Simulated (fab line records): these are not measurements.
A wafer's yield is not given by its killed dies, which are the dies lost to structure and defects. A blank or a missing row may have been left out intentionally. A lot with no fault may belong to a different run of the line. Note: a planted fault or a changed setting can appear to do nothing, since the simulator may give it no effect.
Which tool is to blame? / flow n5_finfet / 60 wafers from 20 lots sampled at 4 of the route's 1938 steps

WHAT THE GAUGES SHOWED, per wafer
N5_BEOL_M8_CD_MEAS_28: the cd target is 40 nm. Usual: cd_nm at 40.03 nm, with a standard deviation of 0.24.
lot=L074; measured=day 9 05:34; on=cd_sem-02; cd_nm (nm)=40.01 39.73 40.23; flag=
lot=L075; measured=day 9 13:29; on=cd_sem-02; cd_nm (nm)=39.97 40.04 39.93; flag=
lot=L076; measured=day 10 09:05; on=cd_sem-01; cd_nm (nm)=40.02 40.32 40.11; flag=
lot=L078; measured=day 11 02:55; on=cd_sem-01; cd_nm (nm)=39.86 40.20 40.24; flag=
lot=L082; measured=day 11 04:32; on=cd_sem-03; cd_nm (nm)=40.18 39.97 39.56; flag=
lot=L083; measured=day 11 07:13; on=cd_sem-02; cd_nm (nm)=40.27 40.31 40.07; flag=
lot=L081; measured=day 11 13:47; on=cd_sem-03; cd_nm (nm)=40.06 39.85 39.90; flag=
lot=L084; measured=day 12 08:46; on=cd_sem-01; cd_nm (nm)=40.22 40.05 39.64; flag=
lot=L085; measured=day 12 15:11; on=cd_sem-02; cd_nm (nm)=40.13 40.09 40.02; flag=
lot=L086; measured=day 13 01:33; on=cd_sem-02; cd_nm (nm)=40.01 40.14 39.84; flag=
lot=L088; measured=day 13 03:52; on=cd_sem-01; cd_nm (nm)=39.52 39.81 39.98; flag=
lot=L087; measured=day 13 09:46; on=cd_sem-01; cd_nm (nm)=40.13 39.65 40.11; flag=
lot=L090; measured=day 14 00:55; on=cd_sem-02; cd_nm (nm)=40.49 40.55 40.14; flag=
lot=L091; measured=day 14 05:13; on=cd_sem-01; cd_nm (nm)=40.25 40.10 39.89; flag=
lot=L092; measured=day 14 05:35; on=cd_sem-01; cd_nm (nm)=40.12 40.11 40.36; flag=
lot=L093; measured=day 14 10:56; on=cd_sem-03; cd_nm (nm)=40.35 39.86 40.00; flag=
lot=L094; measured=day 14 20:27; on=cd_sem-03; cd_nm (nm)=39.91 40.08 39.81; flag=
lot=L095; measured=day 15 01:46; on=cd_sem-02; cd_nm (nm)=40.27 39.93 40.30; flag=
lot=L096; measured=day 15 12:20; on=cd_sem-01; cd_nm (nm)=39.79 39.95 39.78; flag=
lot=L097; measured=day 15 17:37; on=cd_sem-03; cd_nm (nm)=40.00 39.84 39.84; flag=

EACH LOT AND THE TOOL THAT RAN IT (in order: tool; ch and the chambers of the sampled wafers; start)
lot=L074; N5_BEOL_M8_DESCUM_16=rie_diel-03 ch 0,1,2, day 9 02:04; N5_BEOL_M8_ETCH_61=rie_diel-03 ch 0,1,2, day 9 02:06; N5_BEOL_M8_ETCH_62=rie_diel-03 ch 0,1,2, day 9 02:09
lot=L075; N5_BEOL_M8_DESCUM_16=rie_diel-02 ch 0,1, day 9 12:43; N5_BEOL_M8_ETCH_61=rie_diel-02 ch 0,1, day 9 12:46; N5_BEOL_M8_ETCH_62=rie_diel-02 ch 0,1, day 9 12:49
lot=L076; N5_BEOL_M8_DESCUM_16=rie_diel-03 ch 0,2, day 10 05:50; N5_BEOL_M8_ETCH_61=rie_diel-03 ch 0,2, day 10 05:52; N5_BEOL_M8_ETCH_62=rie_diel-03 ch 0,2, day 10 05:56
lot=L078; N5_BEOL_M8_DESCUM_16=rie_diel-03 ch 1,2,3, day 11 02:10; N5_BEOL_M8_ETCH_61=rie_diel-03 ch 1,2,3, day 11 02:11; N5_BEOL_M8_ETCH_62=rie_diel-03 ch 1,2,3, day 11 02:15
lot=L082; N5_BEOL_M8_DESCUM_16=rie_diel-03 ch 0,3, day 11 03:04; N5_BEOL_M8_ETCH_61=rie_diel-03 ch 0,3, day 11 03:06; N5_BEOL_M8_ETCH_62=rie_diel-03 ch 0,3, day 11 03:10
lot=L083; N5_BEOL_M8_DESCUM_16=rie_diel-03 ch 0,3, day 11 05:47; N5_BEOL_M8_ETCH_61=rie_diel-03 ch 0,3, day 11 05:49; N5_BEOL_M8_ETCH_62=rie_diel-03 ch 0,3, day 11 05:52
lot=L081; N5_BEOL_M8_DESCUM_16=rie_diel-04 ch 2,3, day 11 13:01; N5_BEOL_M8_ETCH_61=rie_diel-04 ch 2,3, day 11 13:03; N5_BEOL_M8_ETCH_62=rie_diel-04 ch 2,3, day 11 13:06
lot=L084; N5_BEOL_M8_DESCUM_16=rie_diel-04 ch 1,2,3, day 12 07:52; N5_BEOL_M8_ETCH_61=rie_diel-04 ch 1,2,3, day 12 07:54; N5_BEOL_M8_ETCH_62=rie_diel-04 ch 1,2,3, day 12 07:58
lot=L085; N5_BEOL_M8_DESCUM_16=rie_diel-03 ch 0,3, day 12 13:06; N5_BEOL_M8_ETCH_61=rie_diel-03 ch 0,3, day 12 13:08; N5_BEOL_M8_ETCH_62=rie_diel-03 ch 0,3, day 12 13:11
lot=L086; N5_BEOL_M8_DESCUM_16=rie_diel-03 ch 0,2,3, day 12 21:07; N5_BEOL_M8_ETCH_61=rie_diel-03 ch 0,2,3, day 12 21:09; N5_BEOL_M8_ETCH_62=rie_diel-03 ch 0,2,3, day 12 21:13
lot=L088; N5_BEOL_M8_DESCUM_16=rie_diel-04 ch 1,2,3, day 13 02:47; N5_BEOL_M8_ETCH_61=rie_diel-04 ch 1,2,3, day 13 02:49; N5_BEOL_M8_ETCH_62=rie_diel-04 ch 1,2,3, day 13 02:52
lot=L087; N5_BEOL_M8_DESCUM_16=rie_diel-02 ch 1,2, day 13 06:24; N5_BEOL_M8_ETCH_61=rie_diel-02 ch 1,2, day 13 06:26; N5_BEOL_M8_ETCH_62=rie_diel-02 ch 1,2, day 13 06:29
lot=L090; N5_BEOL_M8_DESCUM_16=rie_diel-04 ch 0,1,2, day 13 22:42; N5_BEOL_M8_ETCH_61=rie_diel-04 ch 0,1,2, day 13 22:44; N5_BEOL_M8_ETCH_62=rie_diel-04 ch 0,1,2, day 13 22:47
lot=L091; N5_BEOL_M8_DESCUM_16=rie_diel-04 ch 0,1, day 14 02:58; N5_BEOL_M8_ETCH_61=rie_diel-04 ch 0,1, day 14 03:00; N5_BEOL_M8_ETCH_62=rie_diel-04 ch 0,1, day 14 03:04
lot=L092; N5_BEOL_M8_DESCUM_16=rie_diel-02 ch 2,3, day 14 03:00; N5_BEOL_M8_ETCH_61=rie_diel-02 ch 2,3, day 14 03:02; N5_BEOL_M8_ETCH_62=rie_diel-02 ch 2,3, day 14 03:05
lot=L093; N5_BEOL_M8_DESCUM_16=rie_diel-03 ch 0,1, day 14 07:25; N5_BEOL_M8_ETCH_61=rie_diel-03 ch 0,1, day 14 07:28; N5_BEOL_M8_ETCH_62=rie_diel-03 ch 0,1, day 14 07:31
lot=L094; N5_BEOL_M8_DESCUM_16=rie_diel-02 ch 0,2, day 14 19:17; N5_BEOL_M8_ETCH_61=rie_diel-02 ch 0,2, day 14 19:20; N5_BEOL_M8_ETCH_62=rie_diel-02 ch 0,2, day 14 19:23
lot=L095; N5_BEOL_M8_DESCUM_16=rie_diel-02 ch 0,1,3, day 15 00:49; N5_BEOL_M8_ETCH_61=rie_diel-02 ch 0,1,3, day 15 00:52; N5_BEOL_M8_ETCH_62=rie_diel-02 ch 0,1,3, day 15 00:55
lot=L096; N5_BEOL_M8_DESCUM_16=rie_diel-03 ch 0,1, day 15 10:13; N5_BEOL_M8_ETCH_61=rie_diel-03 ch 0,1, day 15 10:15; N5_BEOL_M8_ETCH_62=rie_diel-03 ch 0,1, day 15 10:18
lot=L097; N5_BEOL_M8_DESCUM_16=rie_diel-03 ch 1,2,3, day 15 15:17; N5_BEOL_M8_ETCH_61=rie_diel-03 ch 1,2,3, day 15 15:19; N5_BEOL_M8_ETCH_62=rie_diel-03 ch 1,2,3, day 15 15:22
- N5_BEOL_M8_DESCUM_16: chemistry O2, time 7.9 s.
- N5_BEOL_M8_ETCH_61: etches SiARC in CF4, target depth 45.5 nm, time 75.8 s.
- N5_BEOL_M8_ETCH_62: etches SOC in N2/H2, target depth 110 nm, overetch 22 nm, time 165 s.

WHAT THE TOOLS THEMSELVES READ (means of the sampled wafers that have a number; where no wafer has one, the mark that the record gives instead)
N5_BEOL_M8_DESCUM_16. Usual: drypump_motor_current_A 5.7 A, standard deviation 0.45; oes_product_au 0.82 a.u., standard deviation 0.095; rf_vpp_V 243.7 V, standard deviation 1.4; showerhead_plenum_p_Torr 2.12 Torr, standard deviation 0.067; throttle_valve_pct 20.32 %, standard deviation 0.17.
lot=L074; tool=rie_diel-03; drypump_motor_current_A (A)=5.4; oes_product_au (a.u.)=0.78; rf_vpp_V (V)=242.8; showerhead_plenum_p_Torr (Torr)=2.09; throttle_valve_pct (%)=20.22; flag=
lot=L075; tool=rie_diel-02; drypump_motor_current_A (A)=5.6; oes_product_au (a.u.)=0.71; rf_vpp_V (V)=242.6; showerhead_plenum_p_Torr (Torr)=2.05; throttle_valve_pct (%)=20.38; flag=
lot=L076; tool=rie_diel-03; drypump_motor_current_A (A)=5.5; oes_product_au (a.u.)=0.76; rf_vpp_V (V)=243.2; showerhead_plenum_p_Torr (Torr)=2.09; throttle_valve_pct (%)=20.24; flag=
lot=L078; tool=rie_diel-03; drypump_motor_current_A (A)=5.5; oes_product_au (a.u.)=0.84; rf_vpp_V (V)=244.8; showerhead_plenum_p_Torr (Torr)=2.15; throttle_valve_pct (%)=20.26; flag=
lot=L082; tool=rie_diel-03; drypump_motor_current_A (A)=5.6; oes_product_au (a.u.)=0.79; rf_vpp_V (V)=243.7; showerhead_plenum_p_Torr (Torr)=2.12; throttle_valve_pct (%)=20.28; flag=
lot=L083; tool=rie_diel-03; drypump_motor_current_A (A)=5.7; oes_product_au (a.u.)=0.85; rf_vpp_V (V)=245.5; showerhead_plenum_p_Torr (Torr)=2.17; throttle_valve_pct (%)=20.28; flag=
lot=L081; tool=rie_diel-04; drypump_motor_current_A (A)=5.9; oes_product_au (a.u.)=0.97; rf_vpp_V (V)=243.8; showerhead_plenum_p_Torr (Torr)=2.19; throttle_valve_pct (%)=20.27; flag=
lot=L084; tool=rie_diel-04; drypump_motor_current_A (A)=6.1; oes_product_au (a.u.)=0.90; rf_vpp_V (V)=243.2; showerhead_plenum_p_Torr (Torr)=2.13; throttle_valve_pct (%)=20.29; flag=
lot=L085; tool=rie_diel-03; drypump_motor_current_A (A)=5.7; oes_product_au (a.u.)=0.83; rf_vpp_V (V)=244.0; showerhead_plenum_p_Torr (Torr)=2.17; throttle_valve_pct (%)=20.30; flag=
lot=L086; tool=rie_diel-03; drypump_motor_current_A (A)=5.6; oes_product_au (a.u.)=0.78; rf_vpp_V (V)=242.9; showerhead_plenum_p_Torr (Torr)=2.12; throttle_valve_pct (%)=20.28; flag=
lot=L088; tool=rie_diel-04; drypump_motor_current_A (A)=6.1; oes_product_au (a.u.)=0.89; rf_vpp_V (V)=244.2; showerhead_plenum_p_Torr (Torr)=2.13; throttle_valve_pct (%)=20.29; flag=
lot=L087; tool=rie_diel-02; drypump_motor_current_A (A)=5.9; oes_product_au (a.u.)=0.97; rf_vpp_V (V)=244.2; showerhead_plenum_p_Torr (Torr)=2.14; throttle_valve_pct (%)=20.14; flag=
lot=L090; tool=rie_diel-04; drypump_motor_current_A (A)=6.2; oes_product_au (a.u.)=0.88; rf_vpp_V (V)=244.8; showerhead_plenum_p_Torr (Torr)=2.16; throttle_valve_pct (%)=20.30; flag=
lot=L091; tool=rie_diel-04; drypump_motor_current_A (A)=6.6; oes_product_au (a.u.)=0.86; rf_vpp_V (V)=244.5; showerhead_plenum_p_Torr (Torr)=2.16; throttle_valve_pct (%)=20.40; flag=
lot=L092; tool=rie_diel-02; drypump_motor_current_A (A)=5.5; oes_product_au (a.u.)=0.77; rf_vpp_V (V)=243.0; showerhead_plenum_p_Torr (Torr)=2.10; throttle_valve_pct (%)=20.50; flag=
lot=L093; tool=rie_diel-03; drypump_motor_current_A (A)=5.4; oes_product_au (a.u.)=0.76; rf_vpp_V (V)=243.6; showerhead_plenum_p_Torr (Torr)=2.09; throttle_valve_pct (%)=20.29; flag=
lot=L094; tool=rie_diel-02; drypump_motor_current_A (A)=5.3; oes_product_au (a.u.)=0.94; rf_vpp_V (V)=244.5; showerhead_plenum_p_Torr (Torr)=2.22; throttle_valve_pct (%)=20.24; flag=
lot=L095; tool=rie_diel-02; drypump_motor_current_A (A)=5.7; oes_product_au (a.u.)=0.85; rf_vpp_V (V)=244.2; showerhead_plenum_p_Torr (Torr)=2.15; throttle_valve_pct (%)=20.19; flag=
lot=L096; tool=rie_diel-03; drypump_motor_current_A (A)=5.4; oes_product_au (a.u.)=0.75; rf_vpp_V (V)=243.0; showerhead_plenum_p_Torr (Torr)=2.08; throttle_valve_pct (%)=20.29; flag=
lot=L097; tool=rie_diel-03; drypump_motor_current_A (A)=5.5; oes_product_au (a.u.)=0.79; rf_vpp_V (V)=243.2; showerhead_plenum_p_Torr (Torr)=2.13; throttle_valve_pct (%)=20.31; flag=

N5_BEOL_M8_ETCH_61. Usual: drypump_motor_current_A 5.7 A, standard deviation 0.45; etch_rf_on_time_s 75.6 s, standard deviation 1.8; oes_product_au 0.70 a.u., standard deviation 0.077; rf_vpp_V 184.5 V, standard deviation 1.1; showerhead_plenum_p_Torr 2.17 Torr, standard deviation 0.064; throttle_valve_pct 15.49 %, standard deviation 0.16.
lot=L074; tool=rie_diel-03; drypump_motor_current_A (A)=5.4; etch_rf_on_time_s (s)=75.2; oes_product_au (a.u.)=0.67; rf_vpp_V (V)=183.7; showerhead_plenum_p_Torr (Torr)=2.14; throttle_valve_pct (%)=15.42; flag=
lot=L075; tool=rie_diel-02; drypump_motor_current_A (A)=5.6; etch_rf_on_time_s (s)=77.4; oes_product_au (a.u.)=0.60; rf_vpp_V (V)=184.1; showerhead_plenum_p_Torr (Torr)=2.09; throttle_valve_pct (%)=15.57; flag=
lot=L076; tool=rie_diel-03; drypump_motor_current_A (A)=5.5; etch_rf_on_time_s (s)=75.6; oes_product_au (a.u.)=0.65; rf_vpp_V (V)=184.1; showerhead_plenum_p_Torr (Torr)=2.13; throttle_valve_pct (%)=15.44; flag=
lot=L078; tool=rie_diel-03; drypump_motor_current_A (A)=5.5; etch_rf_on_time_s (s)=75.7; oes_product_au (a.u.)=0.72; rf_vpp_V (V)=184.0; showerhead_plenum_p_Torr (Torr)=2.19; throttle_valve_pct (%)=15.43; flag=
lot=L082; tool=rie_diel-03; drypump_motor_current_A (A)=5.6; etch_rf_on_time_s (s)=74.4; oes_product_au (a.u.)=0.67; rf_vpp_V (V)=183.9; showerhead_plenum_p_Torr (Torr)=2.17; throttle_valve_pct (%)=15.49; flag=
lot=L083; tool=rie_diel-03; drypump_motor_current_A (A)=5.7; etch_rf_on_time_s (s)=74.8; oes_product_au (a.u.)=0.73; rf_vpp_V (V)=184.9; showerhead_plenum_p_Torr (Torr)=2.22; throttle_valve_pct (%)=15.46; flag=
lot=L081; tool=rie_diel-04; drypump_motor_current_A (A)=5.9; etch_rf_on_time_s (s)=77.2; oes_product_au (a.u.)=0.80; rf_vpp_V (V)=184.3; showerhead_plenum_p_Torr (Torr)=2.24; throttle_valve_pct (%)=15.45; flag=
lot=L084; tool=rie_diel-04; drypump_motor_current_A (A)=6.1; etch_rf_on_time_s (s)=76.0; oes_product_au (a.u.)=0.77; rf_vpp_V (V)=184.8; showerhead_plenum_p_Torr (Torr)=2.18; throttle_valve_pct (%)=15.41; flag=
lot=L085; tool=rie_diel-03; drypump_motor_current_A (A)=5.7; etch_rf_on_time_s (s)=74.3; oes_product_au (a.u.)=0.72; rf_vpp_V (V)=184.1; showerhead_plenum_p_Torr (Torr)=2.21; throttle_valve_pct (%)=15.49; flag=
lot=L086; tool=rie_diel-03; drypump_motor_current_A (A)=5.6; etch_rf_on_time_s (s)=75.0; oes_product_au (a.u.)=0.67; rf_vpp_V (V)=185.0; showerhead_plenum_p_Torr (Torr)=2.17; throttle_valve_pct (%)=15.49; flag=
lot=L088; tool=rie_diel-04; drypump_motor_current_A (A)=6.1; etch_rf_on_time_s (s)=75.0; oes_product_au (a.u.)=0.76; rf_vpp_V (V)=185.0; showerhead_plenum_p_Torr (Torr)=2.18; throttle_valve_pct (%)=15.42; flag=
lot=L087; tool=rie_diel-02; drypump_motor_current_A (A)=5.9; etch_rf_on_time_s (s)=77.4; oes_product_au (a.u.)=0.81; rf_vpp_V (V)=185.0; showerhead_plenum_p_Torr (Torr)=2.19; throttle_valve_pct (%)=15.30; flag=
lot=L090; tool=rie_diel-04; drypump_motor_current_A (A)=6.2; etch_rf_on_time_s (s)=75.8; oes_product_au (a.u.)=0.74; rf_vpp_V (V)=185.2; showerhead_plenum_p_Torr (Torr)=2.21; throttle_valve_pct (%)=15.40; flag=
lot=L091; tool=rie_diel-04; drypump_motor_current_A (A)=6.6; etch_rf_on_time_s (s)=74.0; oes_product_au (a.u.)=0.73; rf_vpp_V (V)=185.2; showerhead_plenum_p_Torr (Torr)=2.20; throttle_valve_pct (%)=15.47; flag=
lot=L092; tool=rie_diel-02; drypump_motor_current_A (A)=5.5; etch_rf_on_time_s (s)=73.7; oes_product_au (a.u.)=0.67; rf_vpp_V (V)=184.5; showerhead_plenum_p_Torr (Torr)=2.13; throttle_valve_pct (%)=15.63; flag=
lot=L093; tool=rie_diel-03; drypump_motor_current_A (A)=5.4; etch_rf_on_time_s (s)=76.2; oes_product_au (a.u.)=0.64; rf_vpp_V (V)=185.0; showerhead_plenum_p_Torr (Torr)=2.14; throttle_valve_pct (%)=15.50; flag=
lot=L094; tool=rie_diel-02; drypump_motor_current_A (A)=5.3; etch_rf_on_time_s (s)=77.9; oes_product_au (a.u.)=0.79; rf_vpp_V (V)=185.4; showerhead_plenum_p_Torr (Torr)=2.25; throttle_valve_pct (%)=15.27; flag=
lot=L095; tool=rie_diel-02; drypump_motor_current_A (A)=5.7; etch_rf_on_time_s (s)=76.9; oes_product_au (a.u.)=0.72; rf_vpp_V (V)=185.3; showerhead_plenum_p_Torr (Torr)=2.19; throttle_valve_pct (%)=15.35; flag=
lot=L096; tool=rie_diel-03; drypump_motor_current_A (A)=5.4; etch_rf_on_time_s (s)=75.0; oes_product_au (a.u.)=0.65; rf_vpp_V (V)=184.2; showerhead_plenum_p_Torr (Torr)=2.14; throttle_valve_pct (%)=15.52; flag=
lot=L097; tool=rie_diel-03; drypump_motor_current_A (A)=5.5; etch_rf_on_time_s (s)=75.5; oes_product_au (a.u.)=0.68; rf_vpp_V (V)=184.8; showerhead_plenum_p_Torr (Torr)=2.18; throttle_valve_pct (%)=15.49; flag=

N5_BEOL_M8_ETCH_62. Usual: drypump_motor_current_A 5.7 A, standard deviation 0.45; oes_product_au 0.69 a.u., standard deviation 0.078; rf_vpp_V 524.9 V, standard deviation 2.3; showerhead_plenum_p_Torr 2.58 Torr, standard deviation 0.082; throttle_valve_pct 17.73 %, standard deviation 0.22.
lot=L074; tool=rie_diel-03; drypump_motor_current_A (A)=5.5; oes_product_au (a.u.)=0.66; rf_vpp_V (V)=524.3; showerhead_plenum_p_Torr (Torr)=2.55; throttle_valve_pct (%)=17.69; flag=
lot=L075; tool=rie_diel-02; drypump_motor_current_A (A)=5.6; oes_product_au (a.u.)=0.60; rf_vpp_V (V)=521.8; showerhead_plenum_p_Torr (Torr)=2.48; throttle_valve_pct (%)=17.68; flag=
lot=L076; tool=rie_diel-03; drypump_motor_current_A (A)=5.5; oes_product_au (a.u.)=0.65; rf_vpp_V (V)=524.1; showerhead_plenum_p_Torr (Torr)=2.54; throttle_valve_pct (%)=17.68; flag=
lot=L078; tool=rie_diel-03; drypump_motor_current_A (A)=5.5; oes_product_au (a.u.)=0.71; rf_vpp_V (V)=525.3; showerhead_plenum_p_Torr (Torr)=2.60; throttle_valve_pct (%)=17.59; flag=
lot=L082; tool=rie_diel-03; drypump_motor_current_A (A)=5.6; oes_product_au (a.u.)=0.67; rf_vpp_V (V)=524.9; showerhead_plenum_p_Torr (Torr)=2.58; throttle_valve_pct (%)=17.85; flag=
lot=L083; tool=rie_diel-03; drypump_motor_current_A (A)=5.7; oes_product_au (a.u.)=0.72; rf_vpp_V (V)=526.4; showerhead_plenum_p_Torr (Torr)=2.64; throttle_valve_pct (%)=17.71; flag=
lot=L081; tool=rie_diel-04; drypump_motor_current_A (A)=5.9; oes_product_au (a.u.)=0.80; rf_vpp_V (V)=526.8; showerhead_plenum_p_Torr (Torr)=2.67; throttle_valve_pct (%)=17.63; flag=
lot=L084; tool=rie_diel-04; drypump_motor_current_A (A)=6.1; oes_product_au (a.u.)=0.76; rf_vpp_V (V)=525.0; showerhead_plenum_p_Torr (Torr)=2.59; throttle_valve_pct (%)=17.61; flag=
lot=L085; tool=rie_diel-03; drypump_motor_current_A (A)=5.7; oes_product_au (a.u.)=0.71; rf_vpp_V (V)=526.5; showerhead_plenum_p_Torr (Torr)=2.64; throttle_valve_pct (%)=17.73; flag=
lot=L086; tool=rie_diel-03; drypump_motor_current_A (A)=5.6; oes_product_au (a.u.)=0.66; rf_vpp_V (V)=524.3; showerhead_plenum_p_Torr (Torr)=2.58; throttle_valve_pct (%)=17.73; flag=
lot=L088; tool=rie_diel-04; drypump_motor_current_A (A)=6.1; oes_product_au (a.u.)=0.75; rf_vpp_V (V)=524.9; showerhead_plenum_p_Torr (Torr)=2.59; throttle_valve_pct (%)=17.62; flag=
lot=L087; tool=rie_diel-02; drypump_motor_current_A (A)=5.9; oes_product_au (a.u.)=0.82; rf_vpp_V (V)=525.4; showerhead_plenum_p_Torr (Torr)=2.62; throttle_valve_pct (%)=17.67; flag=
lot=L090; tool=rie_diel-04; drypump_motor_current_A (A)=6.2; oes_product_au (a.u.)=0.75; rf_vpp_V (V)=527.2; showerhead_plenum_p_Torr (Torr)=2.63; throttle_valve_pct (%)=17.63; flag=
lot=L091; tool=rie_diel-04; drypump_motor_current_A (A)=6.6; oes_product_au (a.u.)=0.72; rf_vpp_V (V)=526.2; showerhead_plenum_p_Torr (Torr)=2.63; throttle_valve_pct (%)=17.75; flag=
lot=L092; tool=rie_diel-02; drypump_motor_current_A (A)=5.5; oes_product_au (a.u.)=0.65; rf_vpp_V (V)=524.2; showerhead_plenum_p_Torr (Torr)=2.55; throttle_valve_pct (%)=17.95; flag=
lot=L093; tool=rie_diel-03; drypump_motor_current_A (A)=5.4; oes_product_au (a.u.)=0.64; rf_vpp_V (V)=523.6; showerhead_plenum_p_Torr (Torr)=2.55; throttle_valve_pct (%)=17.75; flag=
lot=L094; tool=rie_diel-02; drypump_motor_current_A (A)=5.3; oes_product_au (a.u.)=0.79; rf_vpp_V (V)=526.8; showerhead_plenum_p_Torr (Torr)=2.67; throttle_valve_pct (%)=17.48; flag=
lot=L095; tool=rie_diel-02; drypump_motor_current_A (A)=5.7; oes_product_au (a.u.)=0.72; rf_vpp_V (V)=526.1; showerhead_plenum_p_Torr (Torr)=2.60; throttle_valve_pct (%)=17.55; flag=
lot=L096; tool=rie_diel-03; drypump_motor_current_A (A)=5.4; oes_product_au (a.u.)=0.63; rf_vpp_V (V)=522.9; showerhead_plenum_p_Torr (Torr)=2.55; throttle_valve_pct (%)=17.75; flag=
lot=L097; tool=rie_diel-03; drypump_motor_current_A (A)=5.5; oes_product_au (a.u.)=0.67; rf_vpp_V (V)=525.6; showerhead_plenum_p_Torr (Torr)=2.59; throttle_valve_pct (%)=17.65; flag=

THE ANSWER, worked out from the rows above alone
Rule: lot off if the mean of its wafers having a number is beyond 3 standard deviations from the usual mean. Also off: a lot with no number at a reading for which 4 or more lots have one. Where the step has rows for the other lots, those lots are counted as sound. After the gauges, taken in route order, come the tools' own readings; for these a lot's mean is taken, as printed above. At the first step where some lot is off, the reading lying furthest off is the one used; lots without a number count as furthest.
No lot is off at any reading shown: from this, nothing can be told.

WHAT THE SIMULATOR PUT IN
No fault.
